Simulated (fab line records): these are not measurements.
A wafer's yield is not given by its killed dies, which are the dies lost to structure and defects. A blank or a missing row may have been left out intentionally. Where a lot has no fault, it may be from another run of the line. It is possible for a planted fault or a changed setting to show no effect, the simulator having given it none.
Matching of chambers | flow n5Finfet | N5_BEOL_M5_DEP_56 on pecvd-03 has 3 sister chambers
The step deposits SiCN from 3MS/NH3, target thk 8 nm, time 14 s. 3 wafers are shown with their chamber, then 12 later ones without.

WAFERS PAIRED WITH THEIR CHAMBERS
wafer  | chamber | throttleValvePct (%)
L091.1 | 0       | 9.1
L091.5 | 2       | 8.7
L091.6 | 1       | 9.3

WAFERS WITH NO CHAMBER GIVEN
wafer  | throttleValvePct (%)
L095.1 | 9.3
L095.4 | 9.2
L095.6 | 8.8
L092.1 | 9.2
L092.3 | 8.4
L092.4 | 9.1
L096.1 | 9.3
L096.2 | 9.4
L096.3 | 8.9
L096.4 | 9.5
L096.5 | 8.6
L096.6 | 9.2

THE CHAMBER EACH PASSED THROUGH
wafer  | from the rows above          | in truth
L095.1 | can't be placed: 1 or 0      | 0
L095.4 | can't be placed: 0 or 1      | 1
L095.6 | can't be placed: 2 or 0      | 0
L092.1 | can't be placed: 0 or 1      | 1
L092.3 | 2                            | 2
L092.4 | can't be placed: 0 or 1      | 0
L096.1 | can't be placed: 1 or 0      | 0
L096.2 | can't be placed: 1 or 0      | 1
L096.3 | can't be placed: 0 or 2 or 1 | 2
L096.4 | can't be placed: 1 or 0      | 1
L096.5 | 2                            | 2
L096.6 | can't be placed: 0 or 1      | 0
Correctly placed: 2 of 12. From these rows, 10 cannot be placed; in 10 the true chamber is one of the candidates. Placed wrongly: 0.
How it was worked out, from the rows above alone: a wafer's distance from a chamber is the root of the sum, over the readings, of the square of ((its reading less the chamber's mean) divided by the reading's scatter). The wafer belongs to the nearest chamber; if the next one is less than 2 further off, it can't be placed. A chamber's mean is the mean of its shown wafers. The scatter: with one shown wafer a chamber, the root of the mean of the squares of how far each hidden wafer lies from its nearest shown one.
